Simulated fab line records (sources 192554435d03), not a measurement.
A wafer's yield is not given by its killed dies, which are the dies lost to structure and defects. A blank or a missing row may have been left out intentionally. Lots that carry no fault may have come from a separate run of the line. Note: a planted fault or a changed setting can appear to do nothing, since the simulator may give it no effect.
Split-lot trial -- flow n5 finfet -- 7 lots, 21 wafers read, on a route of 1938 steps

ON THE SPLIT
At N5_MOL_CONTACT_COAG_ETCH_67 (etches SOC in N2/H2, target depth 60 nm, overetch 21 nm, time 101.2 s), the setting source w was moved away from the recipe's 840 W on 6 of the 21 wafers read, by -5.0% to +9.3%. This setting was run at the recipe's value on the other wafers.

The split's own step is where the reading is taken.

THE READING
rf vpp V, in V, at N5_MOL_CONTACT_COAG_ETCH_67 (etches SOC in N2/H2, target depth 60 nm, overetch 21 nm, time 101.2 s). Fault-free wafers of this fab line usually give 523.7 V, standard deviation 2.4 V.

wafer,"tool, chamber at the split","source w as run, W",against the recipe,"rf vpp V, V",against lot-mates on the recipe
L074.3,"rie diel-04, 1",840,recipe,526.2,-
L074.4,"rie diel-04, 3",840,recipe,523.4,-
L074.6,"rie diel-04, 0",840,recipe,522.5,-
L077.1,"rie diel-06, 3",798.6,-4.9%,531.8,+8.9
L077.2,"rie diel-06, 2",840,recipe,520.6,-
L077.5,"rie diel-06, 0",840,recipe,525.2,-
L078.3,"rie diel-04, 1",797.9,-5.0%,535.4,+13.3
L078.5,"rie diel-04, 0",840,recipe,522.1,-
L078.6,"rie diel-04, 1",797.9,-5.0%,534.2,+12.1
L081.1,"rie diel-02, 2",840,recipe,522.8,-
L081.2,"rie diel-02, 0",840,recipe,524.3,-
L081.4,"rie diel-02, 1",840,recipe,527.8,-
L082.4,"rie diel-04, 2",903.2,+7.5%,508.3,-11.9
L082.5,"rie diel-04, 1",903.2,+7.5%,512.8,-7.4
L082.6,"rie diel-04, 2",840,recipe,520.2,-
L084.2,"rie diel-02, 2",840,recipe,523.7,-
L084.5,"rie diel-02, 2",918.5,+9.3%,509.3,-16.0
L084.6,"rie diel-02, 1",840,recipe,526.9,-
L095.1,"rie diel-04, 3",840,recipe,522.3,-
L095.2,"rie diel-04, 0",840,recipe,521.7,-
L095.3,"rie diel-04, 1",840,recipe,524.7,-

FIT RESULTS
A straight line over all 21 wafers: rf vpp V changes by -1.77 V for each +1% of source w; r = -0.95; the points scatter about the line by 2.2 V.
The same after taking each lot's own level away (the mean of its wafers on the recipe; 21 wafers): -1.72 V for each +1%; r = -0.94; scatter 2.3 V.
The reading moves by 16 V for the largest change in source w, on that fit.
The lots' own levels span 520.20 to 525.30 V, that is 2.1 times the standard deviation above.
Consequently the slope shifts little with the lot-to-lot level, the two slopes agreeing.
Check: -15 V against its lot-mates is what the line predicts for one of the wafers moved furthest among these (+9.3%) when that wafer is left out of the fit. Against them it came out at -16 V.
Tool readings at the split's step, against how far the setting was moved: rf vpp V r = -0.95.

THESE WAFERS: OTHER SPLITS
These wafers also went through other splits before the reading. Each is held against what the fit with the lots' levels taken away leaves over:
other split on the same wafers,wafers away from the commonest value,r with rf vpp V (lot level and that fit taken away)
N5_SDB_COAT_03 spin rpm,7,+0.10
N5_SDB_ETCH_25 time s,11,-0.24
N5_GATE_CUT_ETCH_58 time s,4,-0.04
N5_GATE_CUT_DESCUM_18 time s,6,+0.01
N5_MOL_CONTACT_COAG_ALD_27 ald cycles,8,-0.27

THE FILE'S OWN FIT
rf vpp V changes by -1.7 V for each +1% of source w, r = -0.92.
